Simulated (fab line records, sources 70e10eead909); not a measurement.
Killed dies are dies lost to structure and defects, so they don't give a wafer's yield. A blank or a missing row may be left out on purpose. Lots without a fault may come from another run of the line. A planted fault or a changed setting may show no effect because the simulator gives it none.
fab line records | flow nand_harc
record lots=12 wafers=36 last_day=25
route steps=1159 shown A_CONTACT@938 END@1159
lots that met no fault: from a run of the same line without faults
start_h: hours from the record's first day to the start of the lot's first wafer shown | wait_h: hours since the lot's step before | " the same as in the row above | L1.1+2: a row that stands for several wafers | - no value, or no start given | * or withheld: withheld | < > ~ a bound
route shown NAME@n: a module of which the file shows steps, and the number in the route of the first | usual: mean/standard deviation of fault-free wafers | same: alike in all rows | chamber/n: place in a boat | sites: the reading at each site | _std_site: their standard deviation | _edge_site: outer sites' mean less inner sites' | radius_mm: how far each site lies from the wafer's centre | mask NAME#n: copy n | behind: the tool/chamber that last shaped the wafer | hold: why the lot was held/for how many hours/how that ended | device: the transistor (n, p or np) that didn't switch | end of line: the same wafers' tests at the end of the route | a step without rows: its recipe alone | killed: dies lost to structure and defects at the first sort, not the wafer's yield | map: a wafer's dies, x killed, . not, _ none there
set.NAME: the setting as run; set.NAME@STEP: as run at that earlier step | model.NAME: the simulator's own value behind a step, which no gauge read
steps of the route over a sample of lots; a table a step, a row a wafer
services: from which hour (start_h, from the record's first day; less than 0 if before it) a tool's chamber was out of use, for how many hours, and why
## steps
# step NHARC_A_CONTACT_DESCUM_13
# recipe time_s=3 o2_flow_sccm=200 ar_flow_sccm=0 bias_power_w=0 chemistry=O2
# usual drypump_motor_current_A=5.8/0.45 oes_product_au=1.002/0.011 rf_vpp_V=57.7/0.87 showerhead_plenum_p_Torr=1.91/0.067 throttle_valve_pct=11.312/0.0076
# same bias_power_w=0
# columns lot.wafer tool chamber start_h wait_h drypump_motor_current_A oes_product_au rf_hours_counter_h rf_vpp_V showerhead_plenum_p_Torr throttle_valve_pct
L449.2 rie_diel-10 0 394.84 0.1 5.4 1.016 11 56.8 1.96 11.306
L449.6 " 0 " " 5.5 1.017 - 57.4 1.96 11.310
L449.5 " 1 " " 6.7 1.001 - 57.4 1.84 11.306
L450.1 rie_diel-10 2 400.89 0.1 6.2 1.027 11 56.6 1.94 11.336
L450.2 " 0 " " 5.4 1.021 13 57.4 1.96 11.311
L450.5 " 0 " " 5.4 1.018 - 57.7 1.96 11.317
L448.4 rie_diel-06 3 402.84 0.1 6.1 1.002 61 58.5 1.94 11.322
L448.1 " 1 " " 5.7 0.997 58 58.0 1.89 11.312
L448.3 " 2 " " 5.4 0.995 57 58.3 1.85 11.309
L455.2 rie_diel-10 0 416.40 0.1 5.4 1.010 17 57.0 1.96 11.321
L455.1 " 1 " " 6.7 0.998 12 58.4 1.84 11.312
L455.4 " 1 " " 6.7 1.004 - 58.3 1.84 11.315
L454.4 rie_diel-03 1 419.82 0.1 5.7 0.995 4 57.2 1.81 11.311
L454.6 " 1 " " 5.7 1.003 - 56.9 1.81 11.309
L454.5 " 2 " " 5.6 1.008 - 56.9 2.04 11.302
L457.1 rie_diel-03 0 446.36 0.1 6.4 0.987 6 57.0 1.87 11.313
L457.4 " 1 " " 5.6 0.997 8 57.1 1.81 11.318
L457.5 " 3 " " 5.8 0.993 - 56.8 1.92 11.304
L466.2 rie_diel-06 0 491.18 0.1 6.2 1.002 23 58.3 1.93 11.323
L466.5 " 0 " " 6.2 0.998 - 57.3 1.93 11.314
L466.6 " 1 " " 5.7 1.003 - 57.4 1.88 11.322
L465.4 rie_diel-10 1 491.44 0.1 6.7 0.999 25 57.1 1.84 11.306
L465.5 " 3 " " 5.2 0.995 - 56.7 1.81 11.305
L465.6 " 0 " " 5.4 1.020 - 57.2 1.95 11.307
L467.1 rie_diel-03 0 499.42 0.1 6.4 1.006 16 58.2 1.87 11.329
L467.3 " 1 " " 5.6 0.993 17 58.6 1.81 11.303
L467.5 " 2 " " 5.6 1.003 - 58.0 2.03 11.297
L470.4 rie_diel-10 0 512.79 0.1 5.4 1.014 62 59.0 1.95 11.319
L470.5 " 2 " " 6.3 1.005 - 58.3 1.93 11.308
L470.6 " 3 " " 5.1 0.997 - 57.6 1.81 11.318
L468.3 rie_diel-03 2 515.73 0.1 5.6 1.009 21 58.4 2.03 11.313
L468.4 " 3 " " 5.8 1.006 19 57.1 1.92 11.305
L468.2 " 0 " " 6.4 1.004 19 58.0 1.87 11.308
L471.2 rie_diel-03 2 526.38 0.2 5.6 1.000 23 59.5 2.03 11.312
L471.6 " 2 " " 5.6 1.000 - 59.2 2.03 11.309
L471.5 " 3 " " 5.7 0.993 - 57.6 1.92 11.306
# step NHARC_A_CONTACT_ETCH_134
# recipe source_w=withheld pressure_mtorr=20 bias_v=withheld time_s=140 target_depth_a=7000 ar_flow_sccm=withheld c4f8_flow_sccm=withheld o2_flow_sccm=withheld chemistry=C4F8/O2/Ar
# usual oes_air_line_au=0.999/0.019
# columns lot.wafer tool chamber start_h wait_h oes_air_line_au rf_hours_counter_h
L449.2 har_cap_etch-01 0 396.03 - 0.991 59
L449.6 " 0 " " 0.984 -
L449.5 " 1 " " 1.014 -
L450.1 har_cap_etch-01 0 403.11 - 0.959 60
L450.2 " 1 " " 0.944 60
L450.5 " 0 " " 0.992 -
L448.1 har_cap_etch-02 1 404.32 - 1.019 14
L448.4 " 1 " " 1.013 -
L448.3 " 0 " " 0.977 -
L455.1 har_cap_etch-01 1 419.42 - 0.999 64
L455.2 " 0 " " 0.984 64
L455.4 " 1 " " 1.040 -
L454.4 har_cap_etch-03 0 420.91 - 1.013 -
L454.6 " 1 " " 0.997 -
L454.5 " 0 " " 1.000 -
L457.1 har_cap_etch-03 1 447.63 - 0.998 96
L457.4 " 0 " " 1.001 -
L457.5 " 1 " " 0.996 -
L466.2 har_cap_etch-02 0 492.21 - 0.999 30
L466.5 " 1 " " 0.964 -
L466.6 " 0 " " 1.031 -
L465.4 har_cap_etch-03 0 492.48 - 1.015 -
L465.5 " 0 " " 1.024 -
L465.6 " 1 " " 1.016 -
L467.1 har_cap_etch-02 0 500.43 - 0.973 30
L467.3 " 0 " " 1.009 -
L467.5 " 0 " " 1.015 -
L470.4 har_cap_etch-02 1 516.64 - 0.992 -
L470.5 " 0 " " 1.013 -
L470.6 " 1 " " 0.999 -
L468.2 har_cap_etch-03 0 516.79 - 0.999 110
L468.3 " 1 " " 0.990 -
L468.4 " 0 " " 1.021 -
L471.2 har_cap_etch-03 0 527.49 - 1.025 112
L471.5 " 0 " " 1.003 -
L471.6 " 1 " " 0.981 -
# step NHARC_A_CONTACT_ETCH_137
# recipe source_w=withheld pressure_mtorr=20 bias_v=3000 time_s=132 target_depth_a=12870 ar_flow_sccm=withheld c4f8_flow_sccm=withheld o2_flow_sccm=withheld chemistry=C4F8/O2/Ar
# usual oes_air_line_au=0.998/0.019
# columns lot.wafer tool chamber start_h wait_h oes_air_line_au rf_hours_counter_h
L449.2 har_cap_etch-01 0 396.48 0.1 0.989 59
L449.6 " 0 " " 0.972 -
L449.5 " 1 " " 0.998 -
L450.1 har_cap_etch-01 0 403.55 0.1 1.003 61
L450.2 " 1 " " 0.980 61
L450.5 " 0 " " 1.001 -
L448.1 har_cap_etch-02 1 404.77 0.1 1.004 14
L448.4 " 1 " " 0.974 -
L448.3 " 0 " " 1.011 -
L455.1 har_cap_etch-01 1 420.01 0.1 0.995 64
L455.2 " 0 " " 1.011 64
L455.4 " 1 " " 0.987 -
L454.4 har_cap_etch-03 0 421.32 0.1 1.002 -
L454.6 " 1 " " 0.963 -
L454.5 " 0 " " 1.010 -
L457.1 har_cap_etch-03 1 448.06 0.1 1.016 96
L457.4 " 0 " " 0.987 -
L457.5 " 1 " " 0.970 -
L466.2 har_cap_etch-02 0 492.64 0.1 1.025 30
L466.5 " 1 " " 0.994 -
L466.6 " 0 " " 0.995 -
L465.4 har_cap_etch-03 0 492.90 0.1 1.024 -
L465.5 " 0 " " 1.005 -
L465.6 " 1 " " 1.016 -
L467.1 har_cap_etch-02 0 500.87 0.1 1.019 31
L467.3 " 0 " " 0.986 -
L467.5 " 0 " " 0.998 -
L470.4 har_cap_etch-02 1 517.05 0.1 0.968 -
L470.5 " 0 " " 0.986 -
L470.6 " 1 " " 0.995 -
L468.2 har_cap_etch-03 0 517.23 0.1 1.008 110
L468.3 " 1 " " 0.990 -
L468.4 " 0 " " 1.014 -
L471.2 har_cap_etch-03 0 527.93 0.1 0.999 112
L471.5 " 0 " " 0.983 -
L471.6 " 1 " " 0.980 -
# step NHARC_A_CONTACT_ALD_18
# recipe target_thk_a=30 pulse_time_s=1 ald_cycles=150 temp_c=450 material=TiN
# usual ald_cycles=150/0 heater_power_outer_w=701/77 heater_power_w=1109/110 precursor_pulse_height_rel=1.003/0.022 susceptor_temp_C=450.01/0.22
# columns lot.wafer tool chamber start_h wait_h ald_cycles heater_power_outer_w heater_power_w precursor_pulse_height_rel susceptor_temp_C
L449.2 ald_metal-03 2 398.78 - 150 621 1018 0.989 450.00
L449.6 " 2 " " 150 636 1044 1.027 450.18
L449.5 " 3 " " 150 761 1176 0.983 450.24
L450.1 ald_metal-01 0 405.38 - 150 677 1070 1.030 450.01
L450.2 " 2 " " 150 712 1270 0.996 449.96
L450.5 " 0 " " 150 696 1031 0.989 450.25
L448.3 ald_metal-03 0 406.61 - 150 839 1340 1.005 -
L448.1 " 1 " " 150 743 1158 1.008 -
L448.4 " 2 " " 150 621 1046 1.027 -
L455.4 ald_metal-02 1 422.11 - - - - - -
L455.1 " 2 " " - - - - -
L455.2 " 3 " " - - - - -
L454.4 ald_metal-03 1 423.09 - - - - - -
L454.6 " 0 " " - - - - -
L454.5 " 1 " " - - - - -
L457.4 ald_metal-03 1 449.93 - 150 752 1123 1.005 449.81
L457.1 " 2 " " 150 628 1068 0.984 449.94
L457.5 " 0 " " 150 844 1369 0.990 449.97
L466.2 ald_metal-02 2 494.53 - 150 590 972 1.026 450.29
L466.6 " 1 " " 150 770 1109 0.975 449.79
L466.5 " 2 " " 150 607 979 0.981 450.14
L465.4 ald_metal-01 0 494.82 - 150 666 1051 0.973 450.10
L465.6 " 0 " " 150 678 1076 0.990 449.86
L465.5 " 1 " " 150 609 1066 0.995 449.73
L467.3 ald_metal-01 1 502.80 - 150 620 1087 1.020 450.00
L467.1 " 2 " " 150 692 1160 0.992 449.78
L467.5 " 0 " " 150 677 1069 0.977 449.73
L470.4 ald_metal-02 2 519.19 - 150 587 985 1.009 449.95
L470.5 " 0 " " 150 646 935 1.006 450.11
L470.6 " 1 " " 150 761 1170 0.994 450.08
L468.3 ald_metal-03 2 519.62 - 150 625 1052 0.954 448.97
L468.2 " 3 " " 150 732 1103 1.030 450.23
L468.4 " 0 " " 150 861 1381 1.052 450.07
L471.2 ald_metal-02 3 529.80 - 150 755 1168 1.030 449.81
L471.5 " 3 " " 150 760 1192 0.988 450.01
L471.6 " 0 " " 150 632 962 0.983 450.05
# step NHARC_END_SORT_01
# recipe temp_c=25
# usual killed_at_array=29/11 killed_at_other=0.5/0.8 killed_at_periphery=3.5/2.8 killed_dies=33/12 killed_open=3.1/1.8 killed_short=1.8/1.4
# same gross_dies=677
# columns lot.wafer tool chamber start_h wait_h killed_at_array killed_at_other killed_at_periphery killed_dies killed_open killed_short
L455.1 prober-01 0 486.22 2.5 673 0 4 677 1 3
L455.2 prober-01 0 487.03 2.8 676 0 1 677 0 4
L455.4 prober-01 0 488.64 3.4 671 0 6 677 3 0
L454.4 prober-02 0 494.69 3.4 675 2 0 677 5 2
L454.5 prober-02 0 495.49 3.7 671 3 3 677 5 2
L454.6 prober-02 0 496.28 4.0 668 2 7 677 5 2
# killed by level:class
L455.1 A_CONTACT:area_ald=646 A_SGD_CUT:chamber_film_flake=11 A_SLIT:chamber_film_flake=9 P_M0:geometric_particle:short=2 P_ZERO_WELL:chamber_film_flake=2 A_ZERO_WELL:chamber_film_flake=2 A_STAIRCASE:chamber_film_flake=2 A_SGD_CUT:geometric_particle:open=1
L455.2 A_CONTACT:area_ald=645 A_SLIT:chamber_film_flake=8 A_CONTACT:chamber_film_flake=7 A_CHANNEL_HOLE_D1:chamber_film_flake=5 A_SGD_CUT:chamber_film_flake=4 A_STAIRCASE:chamber_film_flake=2 A_ONON_D1:geometric_particle:short=1 A_CHANNEL_HOLE_D1:geometric_particle:short=1
L455.4 A_CONTACT:area_ald=641 A_SLIT:chamber_film_flake=13 A_CONTACT:chamber_film_flake=5 A_ZERO_WELL:chamber_film_flake=3 A_SGD_CUT:chamber_film_flake=3 P_ZERO_WELL:chamber_film_flake=2 P_STI:chamber_film_flake=2 A_CHANNEL_HOLE_D1:chamber_film_flake=2
L454.4 A_CONTACT:area_ald=653 A_CHANNEL_HOLE_D1:chamber_film_flake=9 A_STAIRCASE:chamber_film_flake=3 A_CONTACT:chamber_film_flake=3 A_WL_FILL:geometric_particle:open=2 THIN_TSV:chamber_film_flake=2 A_SOURCE_PLATE:geometric_particle:open=1 A_CHANNEL_FILL_D1:geometric_particle:open=1
L454.5 A_CONTACT:area_ald=655 A_CHANNEL_HOLE_D1:chamber_film_flake=8 A_CONTACT:chamber_film_flake=3 A_CONTACT:geometric_particle:open=2 THIN_TSV:chamber_film_flake=2 P_GATE:geometric_particle:open=1 A_ONON_D1:geometric_particle:short=1 A_WL_FILL:geometric_particle:short=1
L454.6 A_CONTACT:area_ald=645 A_CHANNEL_HOLE_D1:chamber_film_flake=15 P_STI:chamber_film_flake=2 P_GATE:chamber_film_flake=2 A_CONTACT:chamber_film_flake=2 THIN_TSV:chamber_film_flake=2 P_GATE:geometric_particle:open=1 P_CONTACT:geometric_particle:open=1
## services
# columns tool chamber start_h hours kind
rie_diel-03 0 371.62 - clean
rie_diel-03 1 371.62 - clean
rie_diel-03 2 371.62 - clean
rie_diel-03 3 371.62 - clean
rie_diel-10 0 387.04 - clean
rie_diel-10 1 387.04 - clean
rie_diel-10 2 387.04 - clean
rie_diel-10 3 387.04 - clean
rie_diel-03 - 392.30 9.0 pm
rie_diel-03 0 392.30 9.0 vent_cycle
rie_diel-10 3 398.31 5.8 repair
rie_diel-10 1 399.69 8.5 repair
har_cap_etch-02 - 401.11 1.1 repair
rie_diel-03 3 401.32 3.5 repair
rie_diel-06 - 418.74 9.0 pm
rie_diel-10 1 423.64 45.3 repair
rie_diel-03 0 431.07 6.7 repair
rie_diel-10 0 436.05 3.7 repair
har_cap_etch-02 - 465.26 1.0 repair
ald_metal-03 2 481.79 8.7 repair
rie_diel-06 2 498.54 2.2 repair
ald_metal-03 - 500.00 10.0 pm
rie_diel-06 2 510.94 10.1 repair
ald_metal-01 2 520.44 18.5 repair
## key
first_sign step=NHARC_A_CONTACT_ALD_18 reading=tool_record direction=missing
effect step=NHARC_END_SORT_01 reading=killed_at_array direction=up sigmas=57 usual=29 struck=672
more_kills_born_at NHARC_A_CONTACT_ALD_18@ald_metal-03=1953 NHARC_A_CONTACT_ALD_18@ald_metal-02=1932
met_at NHARC_A_CONTACT_ALD_18
struck_lots L454,L455
later_rows_left_out L454.4,L454.5,L454.6,L455.1,L455.2,L455.4
tester_left_out L454,L455
not_acting_at NHARC_A_CONTACT_DESCUM_13,NHARC_A_CONTACT_ETCH_134,NHARC_A_CONTACT_ETCH_137
onset_between 406.61 422.11
fault kind=skipped_step_whole tool=ald_metal-02,ald_metal-03 chamber=- onset_h=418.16 steps=NHARC_A_CONTACT_ALD_18 scope=struck_lots_only
# tester_left_out: of these lots the tester's yield and bins aren't shown, on N5 and GAA mostly nor the transistor test; their killed dies are dies lost to structure and defects alone, not to doping, threshold or leakage, so they don't give the yield
# later_rows_left_out: the simulator's readings of these wafers behind a module that went badly wrong aren't trusted and aren't shown, but for the sort
